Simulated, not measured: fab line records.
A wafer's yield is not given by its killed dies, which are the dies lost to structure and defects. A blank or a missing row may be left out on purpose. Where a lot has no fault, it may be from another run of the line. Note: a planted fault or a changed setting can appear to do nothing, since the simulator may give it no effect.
A single fault, viewed from 3 desks / flow n5 finfet / what lay behind the numbers comes last; until then each desk has only its own
Where a reading is given only as a bound, like >300, the bound stands for it, and a mean or a difference that rests on one is marked > or <: the true number lies beyond.

FROM THE METROLOGY DESK
Means of the sampled wafers that have a number, per lot and without regard to the tool the lot ran on: this is what the gauges read. A lot is out of limits, marked OUT, if its mean lies more than 4 standard deviations from the usual mean; the brackets give that distance.
Columns: A = cd nm at N5_BEOL_M14_CD_MEAS_28, usual 284.1 nm; B = M14_OVL at N5_BEOL_M14_OVL_MEAS_29, usual 0 nm
lot=L704; first seen here=day 11 00:05; A=283.6; B=2
lot=L707; first seen here=day 11 14:50; A=285.5; B=5
lot=L708; first seen here=day 11 22:13; A=284.0; B=7
lot=L713; first seen here=day 13 19:06; A=283.3; B=-1
lot=L718; first seen here=day 14 15:10; A=284.8; B=-3
lot=L719; first seen here=day 14 20:59; A=283.2; B=-11
lot=L724; first seen here=day 16 00:46; A=286.0; B=-6
lot=L721; first seen here=day 16 04:36; A=283.3; B=-5
lot=L722; first seen here=day 16 05:10; A=282.3; B=-2
lot=L725; first seen here=day 16 20:47; A=284.7; B=-2
This desk's verdict: no lot among the 10 shows anything out of limits.

TOOL OWNER'S DESK, rie diel-04
The tool's own readings at N5_BEOL_M14_STRIP_63 (strips in O2): means of the sampled wafers that have a number, for each lot that ran on this tool. A lot is out of limits, marked OUT, if its mean lies more than 4 standard deviations from the usual mean; the brackets give that distance.
Columns: A = drypump motor current A at N5_BEOL_M14_STRIP_63, usual 5.7 A; B = o2 flow sccm at N5_BEOL_M14_STRIP_63, usual 225.0 sccm; C = oes product au at N5_BEOL_M14_STRIP_63, usual 0.79 a.u.; D = rf vpp V at N5_BEOL_M14_STRIP_63, usual 3.7 V; E = showerhead plenum p Torr at N5_BEOL_M14_STRIP_63, usual 2.11 Torr; F = temp c at N5_BEOL_M14_STRIP_63, usual 60.00 C; G = throttle valve pct at N5_BEOL_M14_STRIP_63, usual 16.63 %
lot=L704; first seen here=day 10 23:00; A=6.0; B=224.7; C=0.75; D=2.8; E=2.13; F=59.99; G=16.87
lot=L707; first seen here=day 11 14:00; A=6.1; B=224.9; C=0.88; D=3.9; E=2.08; F=59.92; G=16.52
lot=L718; first seen here=day 14 14:00; A=6.1; B=225.4; C=0.85; D=3.4; E=2.08; F=59.99; G=16.50
lot=L719; first seen here=day 14 20:00; A=6.0; B=225.0; C=0.86; D=3.5; E=2.10; F=60.01; G=16.60
This desk's verdict: no lot among the 4 shows anything out of limits.

THE DEFECT DESK
Lot by lot, what the route's inspections counted, given as the mean of those sampled wafers with a number. A lot is out of limits, marked OUT, if its mean lies more than 4 standard deviations from the usual mean; the brackets give that distance.
Columns: A = raw defect count at N5_BEOL_M14_INSPECT_30, usual 2.0
lot=L704; first seen here=day 11 00:08; A=2.7
lot=L707; first seen here=day 11 14:54; A=2.0
lot=L708; first seen here=day 11 22:16; A=2.0
lot=L713; first seen here=day 13 19:09; A=1.3
lot=L718; first seen here=day 14 15:13; A=>300 (+99 or more) OUT
lot=L719; first seen here=day 14 21:02; A=>300 (+99 or more) OUT
lot=L724; first seen here=day 16 00:49; A=1.7
lot=L721; first seen here=day 16 04:39; A=1.0
lot=L722; first seen here=day 16 05:13; A=1.3
lot=L725; first seen here=day 16 20:50; A=2.0
Finding of this desk: L718, L719 out of limits; the first was L718 at day 14 15:13, on raw defect count at N5_BEOL_M14_INSPECT_30. L704, L707, L708, L713, L724, L721, L722, L725: within limits.

BROUGHT TOGETHER
The defect desk could have raised an alarm at day 14 15:13, on L718, L719.
At the metrology desk, nothing out of limits was observed.
The desk of the tool owner found nothing out of limits.
The metrology desk has L718, L719 on record, within its limits.
The tool owner's desk has L718, L719 on record, within its limits.
Of the lots named, all ran N5_BEOL_M14_STRIP_63 on rie diel-04.

WHAT THE SIMULATOR HAD INSERTED
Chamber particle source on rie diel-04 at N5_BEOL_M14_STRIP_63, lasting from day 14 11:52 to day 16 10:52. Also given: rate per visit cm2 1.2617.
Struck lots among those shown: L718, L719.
Hours from the fault's start to each desk's first reading out of limits: the defect desk, 3.
